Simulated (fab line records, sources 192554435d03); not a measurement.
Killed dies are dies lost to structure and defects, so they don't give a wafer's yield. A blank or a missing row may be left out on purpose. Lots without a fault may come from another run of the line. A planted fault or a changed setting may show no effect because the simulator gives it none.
Problem report in the 8D (eight disciplines) form, filled by code | flow n5_finfet | the parts of the form that need people (team, actions taken, sign-off) are left out

1. THE PROBLEM
susceptor_temp_C at N5_MOL_CONTACT_COAG_ALD_123 reads a mean of 412.09 C on 2 wafers of 2 lots; wafers without a fault read 400.03 C with a standard deviation of 0.23. That is +52 standard deviations from the usual mean.
The step: deposits SiNx, target thk 5 nm, pulse time 1 s, purge time 2 s.
First seen on wafer L248.3, day 6 16:59, on ald_sin-03. The record holds 27 wafers of 9 lots with a number at this step. Rule for "out", or "out of limits": more than 4 standard deviations from the usual mean. The other wafers with a number count as sound.

2. WHAT IT IS AND WHAT IT IS NOT
question                    | is               | is not
which readings at this step | susceptor_temp_C | heater_power_w, precursor_pulse_height_rel
which lots                  | L248, L253       | L243, L246, L256, L262, L263, L264, L265
which wafers of those lots  | L248.3, L253.3   | L248.4, L248.5, L253.2, L253.4
read on which tools         | ald_sin-03       | ald_sin-01, ald_sin-02
when                        | from day 6 16:59 | up to then (8 sound wafers); but 17 sound wafers of L253, L256, L262, L263, L264, L265 came after

3. SUSPECTS, AND WHAT RULES EACH OUT
Counting: a tool at a process step up to the reading stays a suspect if it ran every lot that is out. Sound lots after the first of them don't rule it out here, since some wafers of a struck lot are sound.
- rie_diel-06 at N5_MOL_CONTACT_COAG_ETCH_15 (etches SiNx in CH3F/O2, stops on Si:P, target depth 7 nm): kept. It ran every lot that is out, first L248 (day 6 07:58).
- ald_sin-02 at N5_MOL_CONTACT_COAG_ALD_27 (deposits SiOC, target thk 17 nm, pulse time 1.5 s, time 2720 s): kept. It ran every lot that is out, first L248 (day 6 15:05); its last sound lot up to then is L243 (day 5 07:30).
- ald_sin-03 at N5_MOL_CONTACT_COAG_ALD_123 (deposits SiNx, target thk 5 nm, pulse time 1 s, purge time 2 s): kept. It ran every lot that is out, first L248 (day 6 16:59); its last sound lot up to then is L243 (day 5 10:50). Its own readings are out on those wafers: susceptor_temp_C.
- Within ald_sin-03 at N5_MOL_CONTACT_COAG_ALD_123: the wafers that are out ran in chamber 3; their sound lot-mates ran in chambers 0, 1, 2.
Left after counting: rie_diel-06 at N5_MOL_CONTACT_COAG_ETCH_15, ald_sin-02 at N5_MOL_CONTACT_COAG_ALD_27, ald_sin-03 at N5_MOL_CONTACT_COAG_ALD_123.

4. THE CAUSE (what the simulator had put in)
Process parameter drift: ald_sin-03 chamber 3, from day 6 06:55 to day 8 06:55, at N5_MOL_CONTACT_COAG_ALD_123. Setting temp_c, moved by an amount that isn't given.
Counting left 3 suspects, and this tool is among them.

5. THE CHAIN OF EFFECTS, in route order
Each row: a reading whose mean over the struck wafers that have a number lies more than 3 standard deviations from the usual. Only readings for which the record gives a usual standard deviation are gone through. hours: the time from each lot's start at the first step in this table that gives one to its start at this step, as a median over the lots. sigmas: the change in usual standard deviations.
hours | step                        | reading          | usual    | on struck wafers | change | sigmas
0     | N5_MOL_CONTACT_COAG_ALD_123 | susceptor_temp_C | 400.03 C | 412.09           | +12.06 | +52
The process steps in it:
- N5_MOL_CONTACT_COAG_ALD_123: deposits SiNx, target thk 5 nm, pulse time 1 s, purge time 2 s.
Later measuring or inspecting steps at which every struck wafer that the step has a row for has a number for every such reading, and none has moved that far: N5_MOL_CONTACT_COAG_INSPECT_57, N5_BEOL_M4_RC_MEAS_101.

6. WHAT WOULD HAVE CAUGHT IT SOONER
In this record the first reading out of limits was taken at day 6 16:59, 10 hours after the fault began at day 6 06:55.
